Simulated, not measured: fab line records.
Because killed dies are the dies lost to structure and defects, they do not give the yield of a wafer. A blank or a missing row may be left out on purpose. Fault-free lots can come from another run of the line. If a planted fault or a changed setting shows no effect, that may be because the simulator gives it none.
fab line records || flow n5_finfet || part 2 of 2: steps 27 to 37 of 37
record: {"lots": 5, "wafers": 15, "last_day": 18}
route steps=1938 shown BEOL_M3@992 BEOL_M4@1021
lots untouched by any fault: they come from a run of this same line in which no faults occurred
start_h: start of the lot's first displayed wafer, in hours after the record's first day || wait_h: hours from the lot's prior step to this one || " identical to the entry in the row above || L1.1+2: a row that stands for several wafers || - no value, or no start given || * or withheld: withheld || < > ~ a bound
route shown NAME@n: a module of which the file shows steps, and the number in the route of the first || usual: mean/standard deviation of fault-free wafers || same: alike in all rows || chamber/n: place in a boat || sites: per-site readings || _std_site: the values' standard deviation || _edge_site: mean of outer sites minus mean of inner sites || radius_mm: how far each site lies from the wafer's centre || mask NAME#n: copy n || behind: the most recent tool/chamber to have shaped the wafer || hold: the reason the lot was held/the length of the hold in hours/how it ended || device: the n, p or np transistor that did not switch || end of line: the same wafers' tests at the end of the route || a step without rows: its recipe alone || killed: the dies lost at the first sort to structure and to defects; this is not the yield of the wafer || map: shows each die of a wafer: x if killed, . if not, _ if none is there
set.NAME: the setting as run; set.NAME@STEP: as run at that earlier step || model.NAME: the simulator's own value behind a step, which no gauge read
lots at some steps of the route; a table a step, a row a wafer
services: a tool's chamber out of use, with start hour (start_h, from the record's first day; less than 0 if before it), hours out, and reason
== steps ==
step: N5_BEOL_M3_DEP_57
recipe: {"material": "SiCN", "target_thk_a": 80, "temp_c": "withheld", "precursor": "3MS/NH3", "pressure_torr": 3, "rf_w": 202, "time_s": 14}
usual: {"showerhead_plenum_p_Torr": "3.663/0.014", "throttle_valve_pct": "9.0/0.36"}
{"lot.wafer": "L082.1", "tool": "pecvd-02", "chamber": 1, "start_h": 200.21, "wait_h": 0.0, "showerhead_plenum_p_Torr": 3.679, "throttle_valve_pct": 9.1}
{"lot.wafer": "L082.4", "tool": "pecvd-02", "chamber": 0, "start_h": 200.21, "wait_h": 0.0, "showerhead_plenum_p_Torr": 3.673, "throttle_valve_pct": 9.3}
{"lot.wafer": "L082.5", "tool": "pecvd-02", "chamber": 2, "start_h": 200.21, "wait_h": 0.0, "showerhead_plenum_p_Torr": 3.661, "throttle_valve_pct": 8.5}
{"lot.wafer": "L084.3", "tool": "pecvd-01", "chamber": 1, "start_h": 217.07, "wait_h": 0.1, "showerhead_plenum_p_Torr": 3.654, "throttle_valve_pct": 9.2}
{"lot.wafer": "L084.4", "tool": "pecvd-01", "chamber": 1, "start_h": 217.07, "wait_h": 0.1, "showerhead_plenum_p_Torr": 3.646, "throttle_valve_pct": 8.9}
{"lot.wafer": "L084.6", "tool": "pecvd-01", "chamber": 1, "start_h": 217.07, "wait_h": 0.1, "showerhead_plenum_p_Torr": 3.652, "throttle_valve_pct": 8.9}
{"lot.wafer": "L087.1", "tool": "pecvd-01", "chamber": 2, "start_h": 238.98, "wait_h": 0.0, "showerhead_plenum_p_Torr": 3.676, "throttle_valve_pct": 8.8}
{"lot.wafer": "L087.3", "tool": "pecvd-01", "chamber": 0, "start_h": 238.98, "wait_h": 0.0, "showerhead_plenum_p_Torr": 3.655, "throttle_valve_pct": 9.2}
{"lot.wafer": "L087.5", "tool": "pecvd-01", "chamber": 2, "start_h": 238.98, "wait_h": 0.0, "showerhead_plenum_p_Torr": 3.667, "throttle_valve_pct": 8.6}
{"lot.wafer": "L091.1", "tool": "pecvd-01", "chamber": 1, "start_h": 253.13, "wait_h": 0.0, "showerhead_plenum_p_Torr": 3.636, "throttle_valve_pct": 8.8}
{"lot.wafer": "L091.2", "tool": "pecvd-01", "chamber": 2, "start_h": 253.13, "wait_h": 0.0, "showerhead_plenum_p_Torr": 3.663, "throttle_valve_pct": 8.9}
{"lot.wafer": "L091.3", "tool": "pecvd-01", "chamber": 0, "start_h": 253.13, "wait_h": 0.0, "showerhead_plenum_p_Torr": 3.650, "throttle_valve_pct": 9.3}
{"lot.wafer": "L097.2", "tool": "pecvd-03", "chamber": 2, "start_h": 298.09, "wait_h": 0.0, "showerhead_plenum_p_Torr": 3.690, "throttle_valve_pct": 8.4}
{"lot.wafer": "L097.3", "tool": "pecvd-03", "chamber": 2, "start_h": 298.09, "wait_h": 0.0, "showerhead_plenum_p_Torr": 3.690, "throttle_valve_pct": 8.5}
{"lot.wafer": "L097.5", "tool": "pecvd-03", "chamber": 1, "start_h": 298.09, "wait_h": 0.0, "showerhead_plenum_p_Torr": 3.666, "throttle_valve_pct": 9.1}
step: N5_BEOL_M3_RS_MEAS_58
recipe: {"thk_meas_gauge": "four-point-probe", "reads": "Co_of_BEOL_M3_CO_CAP_55+Cu_of_BEOL_M3_ECD_50+Co_of_BEOL_M3_CVD_47+TaN_of_BEOL_M3_ALD_84"}
usual: {"M3_RS": "0.65/0.035"}
{"lot.wafer": "L082.1", "tool": "film_metro-01", "chamber": "-", "start_h": 200.27, "wait_h": 0.0, "M3_RS[ohm/sq]": 0.73}
{"lot.wafer": "L082.4", "tool": "film_metro-01", "chamber": "-", "start_h": 200.27, "wait_h": 0.0, "M3_RS[ohm/sq]": 0.70}
{"lot.wafer": "L082.5", "tool": "film_metro-01", "chamber": "-", "start_h": 200.27, "wait_h": 0.0, "M3_RS[ohm/sq]": 0.67}
{"lot.wafer": "L084.3", "tool": "film_metro-01", "chamber": "-", "start_h": 217.17, "wait_h": 0.1, "M3_RS[ohm/sq]": 0.66}
{"lot.wafer": "L084.4", "tool": "film_metro-01", "chamber": "-", "start_h": 217.17, "wait_h": 0.1, "M3_RS[ohm/sq]": 0.68}
{"lot.wafer": "L084.6", "tool": "film_metro-01", "chamber": "-", "start_h": 217.17, "wait_h": 0.1, "M3_RS[ohm/sq]": 0.71}
{"lot.wafer": "L087.1", "tool": "film_metro-02", "chamber": "-", "start_h": 239.05, "wait_h": 0.0, "M3_RS[ohm/sq]": 0.61}
{"lot.wafer": "L087.3", "tool": "film_metro-02", "chamber": "-", "start_h": 239.05, "wait_h": 0.0, "M3_RS[ohm/sq]": 0.66}
{"lot.wafer": "L087.5", "tool": "film_metro-02", "chamber": "-", "start_h": 239.05, "wait_h": 0.0, "M3_RS[ohm/sq]": 0.58}
{"lot.wafer": "L091.1", "tool": "film_metro-02", "chamber": "-", "start_h": 253.20, "wait_h": 0.0, "M3_RS[ohm/sq]": 0.70}
{"lot.wafer": "L091.2", "tool": "film_metro-02", "chamber": "-", "start_h": 253.20, "wait_h": 0.0, "M3_RS[ohm/sq]": 0.71}
{"lot.wafer": "L091.3", "tool": "film_metro-02", "chamber": "-", "start_h": 253.20, "wait_h": 0.0, "M3_RS[ohm/sq]": 0.68}
{"lot.wafer": "L097.2", "tool": "film_metro-01", "chamber": "-", "start_h": 298.18, "wait_h": 0.1, "M3_RS[ohm/sq]": 0.62}
{"lot.wafer": "L097.3", "tool": "film_metro-01", "chamber": "-", "start_h": 298.18, "wait_h": 0.1, "M3_RS[ohm/sq]": 0.68}
{"lot.wafer": "L097.5", "tool": "film_metro-01", "chamber": "-", "start_h": 298.18, "wait_h": 0.1, "M3_RS[ohm/sq]": 0.63}
step: N5_BEOL_M3_INSPECT_59
recipe: {"inspect_instrument": "darkfield", "mode": "post_dep"}
usual: {"raw_defect_count": "66/20"}
{"lot.wafer": "L082.1", "tool": "defect_inspect-02", "chamber": "-", "start_h": 200.30, "wait_h": 0.0, "raw_defect_count": 58}
{"lot.wafer": "L082.4", "tool": "defect_inspect-02", "chamber": "-", "start_h": 200.30, "wait_h": 0.0, "raw_defect_count": 85}
{"lot.wafer": "L082.5", "tool": "defect_inspect-02", "chamber": "-", "start_h": 200.30, "wait_h": 0.0, "raw_defect_count": 87}
{"lot.wafer": "L084.3", "tool": "defect_inspect-01", "chamber": "-", "start_h": 217.20, "wait_h": 0.0, "raw_defect_count": 70}
{"lot.wafer": "L084.4", "tool": "defect_inspect-01", "chamber": "-", "start_h": 217.20, "wait_h": 0.0, "raw_defect_count": 50}
{"lot.wafer": "L084.6", "tool": "defect_inspect-01", "chamber": "-", "start_h": 217.20, "wait_h": 0.0, "raw_defect_count": 60}
{"lot.wafer": "L087.1", "tool": "defect_inspect-01", "chamber": "-", "start_h": 239.07, "wait_h": 0.0, "raw_defect_count": 79}
{"lot.wafer": "L087.3", "tool": "defect_inspect-01", "chamber": "-", "start_h": 239.07, "wait_h": 0.0, "raw_defect_count": 58}
{"lot.wafer": "L087.5", "tool": "defect_inspect-01", "chamber": "-", "start_h": 239.07, "wait_h": 0.0, "raw_defect_count": 59}
{"lot.wafer": "L091.1", "tool": "defect_inspect-01", "chamber": "-", "start_h": 253.22, "wait_h": 0.0, "raw_defect_count": 51}
{"lot.wafer": "L091.2", "tool": "defect_inspect-01", "chamber": "-", "start_h": 253.22, "wait_h": 0.0, "raw_defect_count": 46}
{"lot.wafer": "L091.3", "tool": "defect_inspect-01", "chamber": "-", "start_h": 253.22, "wait_h": 0.0, "raw_defect_count": 47}
{"lot.wafer": "L097.2", "tool": "defect_inspect-01", "chamber": "-", "start_h": 298.20, "wait_h": 0.0, "raw_defect_count": 48}
{"lot.wafer": "L097.3", "tool": "defect_inspect-01", "chamber": "-", "start_h": 298.20, "wait_h": 0.0, "raw_defect_count": 66}
{"lot.wafer": "L097.5", "tool": "defect_inspect-01", "chamber": "-", "start_h": 298.20, "wait_h": 0.0, "raw_defect_count": 55}
step: N5_BEOL_M4_ILD_DEP_00
recipe: {"material": "SiOC", "target_thk_a": 790, "temp_c": 350, "precursor": "DEMS/O2", "pressure_torr": 5, "rf_w": 500, "time_s": 15.3}
usual: {"heater_power_outer_w": "288/50", "heater_power_w": "551/80", "showerhead_plenum_p_Torr": "5.686/0.016", "throttle_valve_pct": "11.9/0.4"}
{"lot.wafer": "L082.1", "tool": "pecvd-04", "chamber": 2, "start_h": 200.34, "wait_h": 0.0, "heater_power_outer_w": 276, "heater_power_w": 567, "showerhead_plenum_p_Torr": 5.668, "throttle_valve_pct": 12.5}
{"lot.wafer": "L082.4", "tool": "pecvd-04", "chamber": 2, "start_h": 200.34, "wait_h": 0.0, "heater_power_outer_w": 287, "heater_power_w": 569, "showerhead_plenum_p_Torr": 5.675, "throttle_valve_pct": 12.4}
{"lot.wafer": "L082.5", "tool": "pecvd-04", "chamber": 1, "start_h": 200.34, "wait_h": 0.0, "heater_power_outer_w": 243, "heater_power_w": 501, "showerhead_plenum_p_Torr": 5.678, "throttle_valve_pct": 11.5}
{"lot.wafer": "L084.3", "tool": "pecvd-04", "chamber": 0, "start_h": 217.24, "wait_h": 0.0, "heater_power_outer_w": 378, "heater_power_w": 684, "showerhead_plenum_p_Torr": 5.690, "throttle_valve_pct": 12.2}
{"lot.wafer": "L084.4", "tool": "pecvd-04", "chamber": 1, "start_h": 217.24, "wait_h": 0.0, "heater_power_outer_w": 262, "heater_power_w": 517, "showerhead_plenum_p_Torr": 5.674, "throttle_valve_pct": 11.5}
{"lot.wafer": "L084.6", "tool": "pecvd-04", "chamber": 2, "start_h": 217.24, "wait_h": 0.0, "heater_power_outer_w": 267, "heater_power_w": 553, "showerhead_plenum_p_Torr": 5.672, "throttle_valve_pct": 12.3}
{"lot.wafer": "L087.1", "tool": "pecvd-02", "chamber": 2, "start_h": 239.11, "wait_h": 0.0, "heater_power_outer_w": 306, "heater_power_w": 568, "showerhead_plenum_p_Torr": 5.698, "throttle_valve_pct": 11.2}
{"lot.wafer": "L087.3", "tool": "pecvd-02", "chamber": 1, "start_h": 239.11, "wait_h": 0.0, "heater_power_outer_w": 336, "heater_power_w": 600, "showerhead_plenum_p_Torr": 5.726, "throttle_valve_pct": 12.2}
{"lot.wafer": "L087.5", "tool": "pecvd-02", "chamber": 0, "start_h": 239.11, "wait_h": 0.0, "heater_power_outer_w": 282, "heater_power_w": 487, "showerhead_plenum_p_Torr": 5.698, "throttle_valve_pct": 12.2}
{"lot.wafer": "L091.1", "tool": "pecvd-04", "chamber": 0, "start_h": 253.26, "wait_h": 0.0, "heater_power_outer_w": 288, "heater_power_w": 579, "showerhead_plenum_p_Torr": 5.687, "throttle_valve_pct": 12.2}
{"lot.wafer": "L091.2", "tool": "pecvd-04", "chamber": 2, "start_h": 253.26, "wait_h": 0.0, "heater_power_outer_w": 311, "heater_power_w": 605, "showerhead_plenum_p_Torr": 5.677, "throttle_valve_pct": 12.4}
{"lot.wafer": "L091.3", "tool": "pecvd-04", "chamber": 1, "start_h": 253.26, "wait_h": 0.0, "heater_power_outer_w": 264, "heater_power_w": 517, "showerhead_plenum_p_Torr": 5.685, "throttle_valve_pct": 11.6}
{"lot.wafer": "L097.2", "tool": "pecvd-02", "chamber": 0, "start_h": 298.24, "wait_h": 0.0, "heater_power_outer_w": 271, "heater_power_w": 478, "showerhead_plenum_p_Torr": 5.696, "throttle_valve_pct": 12.0}
{"lot.wafer": "L097.3", "tool": "pecvd-02", "chamber": 1, "start_h": 298.24, "wait_h": 0.0, "heater_power_outer_w": 371, "heater_power_w": 641, "showerhead_plenum_p_Torr": 5.710, "throttle_valve_pct": 12.1}
{"lot.wafer": "L097.5", "tool": "pecvd-02", "chamber": 0, "start_h": 298.24, "wait_h": 0.0, "heater_power_outer_w": 277, "heater_power_w": 487, "showerhead_plenum_p_Torr": 5.702, "throttle_valve_pct": 12.2}
step: N5_BEOL_M4_THK_MEAS_01
recipe: {"reads": "SiOC_of_BEOL_M4_ILD_DEP_00"}
usual: {"M4_ILD_THK": "79.1/1.1"}
{"lot.wafer": "L082.1", "tool": "film_metro-02", "chamber": "-", "start_h": 200.40, "wait_h": 0.0, "M4_ILD_THK[nm]": 77.7}
{"lot.wafer": "L082.4", "tool": "film_metro-02", "chamber": "-", "start_h": 200.40, "wait_h": 0.0, "M4_ILD_THK[nm]": 79.4}
{"lot.wafer": "L082.5", "tool": "film_metro-02", "chamber": "-", "start_h": 200.40, "wait_h": 0.0, "M4_ILD_THK[nm]": 78.7}
{"lot.wafer": "L084.3", "tool": "film_metro-02", "chamber": "-", "start_h": 217.30, "wait_h": 0.1, "M4_ILD_THK[nm]": 77.0}
{"lot.wafer": "L084.4", "tool": "film_metro-02", "chamber": "-", "start_h": 217.30, "wait_h": 0.1, "M4_ILD_THK[nm]": 78.6}
{"lot.wafer": "L084.6", "tool": "film_metro-02", "chamber": "-", "start_h": 217.30, "wait_h": 0.1, "M4_ILD_THK[nm]": 77.9}
{"lot.wafer": "L087.1", "tool": "film_metro-02", "chamber": "-", "start_h": 239.18, "wait_h": 0.0, "M4_ILD_THK[nm]": 78.4}
{"lot.wafer": "L087.3", "tool": "film_metro-02", "chamber": "-", "start_h": 239.18, "wait_h": 0.0, "M4_ILD_THK[nm]": 78.0}
{"lot.wafer": "L087.5", "tool": "film_metro-02", "chamber": "-", "start_h": 239.18, "wait_h": 0.0, "M4_ILD_THK[nm]": 79.3}
{"lot.wafer": "L091.1", "tool": "film_metro-01", "chamber": "-", "start_h": 253.33, "wait_h": 0.0, "M4_ILD_THK[nm]": 78.8}
{"lot.wafer": "L091.2", "tool": "film_metro-01", "chamber": "-", "start_h": 253.33, "wait_h": 0.0, "M4_ILD_THK[nm]": 78.5}
{"lot.wafer": "L091.3", "tool": "film_metro-01", "chamber": "-", "start_h": 253.33, "wait_h": 0.0, "M4_ILD_THK[nm]": 79.1}
{"lot.wafer": "L097.2", "tool": "film_metro-02", "chamber": "-", "start_h": 298.31, "wait_h": 0.1, "M4_ILD_THK[nm]": 79.7}
{"lot.wafer": "L097.3", "tool": "film_metro-02", "chamber": "-", "start_h": 298.31, "wait_h": 0.1, "M4_ILD_THK[nm]": 79.3}
{"lot.wafer": "L097.5", "tool": "film_metro-02", "chamber": "-", "start_h": 298.31, "wait_h": 0.1, "M4_ILD_THK[nm]": 81.2}
step: N5_BEOL_M4_PECVD_72
recipe: {"material": "SiO2", "target_thk_a": 160, "temp_c": 400, "precursor": "TEOS/O2", "pressure_torr": 5.5, "rf_w": 450, "teos_flow_sccm": 53.8, "gas": "O2", "flow_sccm": 3000, "time_s": 18}
usual: {"heater_power_outer_w": "452/76", "heater_power_w": "781/120", "showerhead_plenum_p_Torr": "8.75/0.064", "throttle_valve_pct": "22.3/0.67"}
{"lot.wafer": "L082.1", "tool": "pecvd-02", "chamber": 0, "start_h": 200.44, "wait_h": 0.0, "heater_power_outer_w": 419, "heater_power_w": 665, "showerhead_plenum_p_Torr": 8.82, "throttle_valve_pct": 22.7}
{"lot.wafer": "L082.4", "tool": "pecvd-02", "chamber": 0, "start_h": 200.44, "wait_h": 0.0, "heater_power_outer_w": 411, "heater_power_w": 674, "showerhead_plenum_p_Torr": 8.80, "throttle_valve_pct": 22.5}
{"lot.wafer": "L082.5", "tool": "pecvd-02", "chamber": 2, "start_h": 200.44, "wait_h": 0.0, "heater_power_outer_w": 550, "heater_power_w": 913, "showerhead_plenum_p_Torr": 8.77, "throttle_valve_pct": 21.1}
{"lot.wafer": "L084.3", "tool": "pecvd-01", "chamber": 1, "start_h": 217.37, "wait_h": 0.1, "heater_power_outer_w": 381, "heater_power_w": 641, "showerhead_plenum_p_Torr": 8.70, "throttle_valve_pct": 22.5}
{"lot.wafer": "L084.4", "tool": "pecvd-01", "chamber": 1, "start_h": 217.37, "wait_h": 0.1, "heater_power_outer_w": 379, "heater_power_w": 635, "showerhead_plenum_p_Torr": 8.69, "throttle_valve_pct": 22.1}
{"lot.wafer": "L084.6", "tool": "pecvd-01", "chamber": 1, "start_h": 217.37, "wait_h": 0.1, "heater_power_outer_w": 374, "heater_power_w": 641, "showerhead_plenum_p_Torr": 8.69, "throttle_valve_pct": 22.2}
{"lot.wafer": "L087.1", "tool": "pecvd-01", "chamber": 1, "start_h": 239.21, "wait_h": 0.0, "heater_power_outer_w": 367, "heater_power_w": 653, "showerhead_plenum_p_Torr": 8.70, "throttle_valve_pct": 22.3}
{"lot.wafer": "L087.3", "tool": "pecvd-01", "chamber": 0, "start_h": 239.21, "wait_h": 0.0, "heater_power_outer_w": 426, "heater_power_w": 742, "showerhead_plenum_p_Torr": 8.76, "throttle_valve_pct": 23.1}
{"lot.wafer": "L087.5", "tool": "pecvd-01", "chamber": 1, "start_h": 239.21, "wait_h": 0.0, "heater_power_outer_w": 370, "heater_power_w": 646, "showerhead_plenum_p_Torr": 8.71, "throttle_valve_pct": 22.4}
{"lot.wafer": "L091.1", "tool": "pecvd-04", "chamber": 1, "start_h": 253.37, "wait_h": 0.0, "heater_power_outer_w": 435, "heater_power_w": 800, "showerhead_plenum_p_Torr": 8.72, "throttle_valve_pct": 21.6}
{"lot.wafer": "L091.2", "tool": "pecvd-04", "chamber": 0, "start_h": 253.37, "wait_h": 0.0, "heater_power_outer_w": 470, "heater_power_w": 838, "showerhead_plenum_p_Torr": 8.75, "throttle_valve_pct": 22.8}
{"lot.wafer": "L091.3", "tool": "pecvd-04", "chamber": 2, "start_h": 253.37, "wait_h": 0.0, "heater_power_outer_w": 484, "heater_power_w": 873, "showerhead_plenum_p_Torr": 8.67, "throttle_valve_pct": 23.2}
{"lot.wafer": "L097.2", "tool": "pecvd-04", "chamber": 1, "start_h": 298.34, "wait_h": 0.0, "heater_power_outer_w": 322, "heater_power_w": 639, "showerhead_plenum_p_Torr": 8.73, "throttle_valve_pct": 21.8}
{"lot.wafer": "L097.3", "tool": "pecvd-04", "chamber": 2, "start_h": 298.34, "wait_h": 0.0, "heater_power_outer_w": 505, "heater_power_w": 912, "showerhead_plenum_p_Torr": 8.65, "throttle_valve_pct": 23.3}
{"lot.wafer": "L097.5", "tool": "pecvd-04", "chamber": 0, "start_h": 298.34, "wait_h": 0.0, "heater_power_outer_w": 555, "heater_power_w": 951, "showerhead_plenum_p_Torr": 8.76, "throttle_valve_pct": 23.3}
step: N5_BEOL_M4_HM_DEP_02
recipe: {"material": "TiN", "target_thk_a": 200, "temp_c": 25, "chamber_pressure_pa": 0.49996}
usual: {"throttle_valve_pct": "30.0/1.5"}
{"lot.wafer": "L082.1", "tool": "pvd_sputter-03", "chamber": "-", "start_h": 200.68, "wait_h": 0.2, "throttle_valve_pct": 28.6}
{"lot.wafer": "L082.4", "tool": "pvd_sputter-03", "chamber": "-", "start_h": 200.68, "wait_h": 0.2, "throttle_valve_pct": 31.7}
{"lot.wafer": "L082.5", "tool": "pvd_sputter-03", "chamber": "-", "start_h": 200.68, "wait_h": 0.2, "throttle_valve_pct": 31.1}
{"lot.wafer": "L084.3", "tool": "pvd_sputter-02", "chamber": "-", "start_h": 217.86, "wait_h": 0.5, "throttle_valve_pct": 28.6}
{"lot.wafer": "L084.4", "tool": "pvd_sputter-02", "chamber": "-", "start_h": 217.86, "wait_h": 0.5, "throttle_valve_pct": 32.4}
{"lot.wafer": "L084.6", "tool": "pvd_sputter-02", "chamber": "-", "start_h": 217.86, "wait_h": 0.5, "throttle_valve_pct": 28.5}
{"lot.wafer": "L087.1", "tool": "pvd_sputter-03", "chamber": "-", "start_h": 240.60, "wait_h": 1.4, "throttle_valve_pct": 27.8}
{"lot.wafer": "L087.3", "tool": "pvd_sputter-03", "chamber": "-", "start_h": 240.60, "wait_h": 1.4, "throttle_valve_pct": 28.5}
{"lot.wafer": "L087.5", "tool": "pvd_sputter-03", "chamber": "-", "start_h": 240.60, "wait_h": 1.4, "throttle_valve_pct": 28.4}
{"lot.wafer": "L091.1", "tool": "pvd_sputter-03", "chamber": "-", "start_h": 254.12, "wait_h": 0.7, "throttle_valve_pct": 28.6}
{"lot.wafer": "L091.2", "tool": "pvd_sputter-03", "chamber": "-", "start_h": 254.12, "wait_h": 0.7, "throttle_valve_pct": 31.0}
{"lot.wafer": "L091.3", "tool": "pvd_sputter-03", "chamber": "-", "start_h": 254.12, "wait_h": 0.7, "throttle_valve_pct": 32.0}
{"lot.wafer": "L097.2", "tool": "pvd_sputter-03", "chamber": "-", "start_h": 298.87, "wait_h": 0.5, "throttle_valve_pct": 27.9}
{"lot.wafer": "L097.3", "tool": "pvd_sputter-03", "chamber": "-", "start_h": 298.87, "wait_h": 0.5, "throttle_valve_pct": 31.7}
{"lot.wafer": "L097.5", "tool": "pvd_sputter-03", "chamber": "-", "start_h": 298.87, "wait_h": 0.5, "throttle_valve_pct": 27.8}
step: N5_BEOL_M4_COAT_61
recipe: {"resist": "SOC", "temp_c": 250, "time_s": 60, "spin_rpm": 1500, "resist_thk_nm": 60}
{"lot.wafer": "L082.1+4+5", "tool": "litho_track-01", "chamber": 0, "start_h": 200.81, "wait_h": 0.1}
{"lot.wafer": "L084.3+4+6", "tool": "litho_track-02", "chamber": 0, "start_h": 217.98, "wait_h": 0.1}
{"lot.wafer": "L087.1+3+5", "tool": "litho_track-01", "chamber": 0, "start_h": 240.72, "wait_h": 0.1}
{"lot.wafer": "L091.1+2+3", "tool": "litho_track-02", "chamber": 0, "start_h": 254.25, "wait_h": 0.1}
{"lot.wafer": "L097.2+3+5", "tool": "litho_track-01", "chamber": 0, "start_h": 298.99, "wait_h": 0.1}
step: N5_BEOL_M4_COAT_62
recipe: {"resist": "SiARC", "temp_c": 220, "time_s": 60, "spin_rpm": 1500, "resist_thk_nm": 12}
{"lot.wafer": "L082.1+4+5", "tool": "litho_track-01", "chamber": 0, "start_h": "-", "wait_h": "-"}
{"lot.wafer": "L084.3+4+6", "tool": "litho_track-02", "chamber": 0, "start_h": "-", "wait_h": "-"}
{"lot.wafer": "L087.1+3+5", "tool": "litho_track-01", "chamber": 0, "start_h": "-", "wait_h": "-"}
{"lot.wafer": "L091.1+2+3", "tool": "litho_track-02", "chamber": 0, "start_h": "-", "wait_h": "-"}
{"lot.wafer": "L097.2+3+5", "tool": "litho_track-01", "chamber": 0, "start_h": "-", "wait_h": "-"}
step: N5_BEOL_M4_COAT_73
recipe: {"resist": "underlayer", "temp_c": 205, "time_s": 60, "spin_rpm": 1500, "resist_thk_nm": 5}
{"lot.wafer": "L082.1+4+5", "tool": "litho_track-01", "chamber": 0, "start_h": "-", "wait_h": "-"}
{"lot.wafer": "L084.3+4+6", "tool": "litho_track-02", "chamber": 0, "start_h": "-", "wait_h": "-"}
{"lot.wafer": "L087.1+3+5", "tool": "litho_track-01", "chamber": 0, "start_h": "-", "wait_h": "-"}
{"lot.wafer": "L091.1+2+3", "tool": "litho_track-02", "chamber": 0, "start_h": "-", "wait_h": "-"}
{"lot.wafer": "L097.2+3+5", "tool": "litho_track-01", "chamber": 0, "start_h": "-", "wait_h": "-"}
step: N5_BEOL_M4_COAT_05
recipe: {"resist": "CAR-EUV", "spin_rpm": 1500, "resist_thk_nm": 30}
{"lot.wafer": "L082.1+4+5", "tool": "litho_track-01", "chamber": 0, "start_h": "-", "wait_h": "-"}
{"lot.wafer": "L084.3+4+6", "tool": "litho_track-02", "chamber": 0, "start_h": "-", "wait_h": "-"}
{"lot.wafer": "L087.1+3+5", "tool": "litho_track-01", "chamber": 0, "start_h": "-", "wait_h": "-"}
{"lot.wafer": "L091.1+2+3", "tool": "litho_track-02", "chamber": 0, "start_h": "-", "wait_h": "-"}
{"lot.wafer": "L097.2+3+5", "tool": "litho_track-01", "chamber": 0, "start_h": "-", "wait_h": "-"}
== services ==
{"tool": "pecvd-02", "chamber": "-", "start_h": 174.89, "hours": 0.7, "kind": "repair"}
{"tool": "pecvd-01", "chamber": "-", "start_h": 178.63, "hours": 6.0, "kind": "pm"}
{"tool": "cvd_co-02", "chamber": "-", "start_h": 179.76, "hours": 2.8, "kind": "pm"}
{"tool": "ecd_cu-02", "chamber": "-", "start_h": 180.10, "hours": 0.5, "kind": "repair"}
{"tool": "pecvd-02", "chamber": "-", "start_h": 185.19, "hours": 4.3, "kind": "pm"}
{"tool": "cmp-01", "chamber": "-", "start_h": 197.77, "hours": 4.0, "kind": "pm"}
{"tool": "pecvd-01", "chamber": 2, "start_h": 207.56, "hours": 17.3, "kind": "repair"}
{"tool": "pecvd-03", "chamber": "-", "start_h": 212.33, "hours": 5.2, "kind": "repair"}
{"tool": "pecvd-01", "chamber": 0, "start_h": 214.99, "hours": 5.0, "kind": "scheduled_down"}
{"tool": "cvd_co-02", "chamber": "-", "start_h": 215.16, "hours": 6.9, "kind": "pm"}
{"tool": "cvd_co-01", "chamber": 0, "start_h": 215.84, "hours": 2.9, "kind": "repair"}
{"tool": "pecvd-04", "chamber": 1, "start_h": 222.69, "hours": 5.5, "kind": "scheduled_down"}
{"tool": "pecvd-04", "chamber": 0, "start_h": 228.15, "hours": 2.1, "kind": "scheduled_down"}
{"tool": "cvd_co-02", "chamber": "-", "start_h": 228.18, "hours": 3.4, "kind": "repair"}
{"tool": "pecvd-02", "chamber": 1, "start_h": 234.64, "hours": 2.1, "kind": "scheduled_down"}
{"tool": "cmp-02", "chamber": "-", "start_h": 251.11, "hours": 4.0, "kind": "pm"}
{"tool": "litho_track-02", "chamber": "-", "start_h": 251.69, "hours": "-", "kind": "consumable_replace:filter"}
{"tool": "cmp-02", "chamber": "-", "start_h": 255.11, "hours": "-", "kind": "consumable_replace:conditioner"}
{"tool": "cmp-01", "chamber": "-", "start_h": 256.07, "hours": 10.5, "kind": "repair"}
{"tool": "pecvd-03", "chamber": "-", "start_h": 266.75, "hours": 2.8, "kind": "pm"}
{"tool": "pecvd-01", "chamber": 0, "start_h": 270.45, "hours": "-", "kind": "calibration"}
{"tool": "litho_track-02", "chamber": "-", "start_h": 274.30, "hours": "-", "kind": "consumable_replace:filter"}
{"tool": "pecvd-01", "chamber": "-", "start_h": 294.03, "hours": 5.5, "kind": "pm"}
{"tool": "pvd_sputter-01", "chamber": "-", "start_h": 297.03, "hours": 20.4, "kind": "repair"}
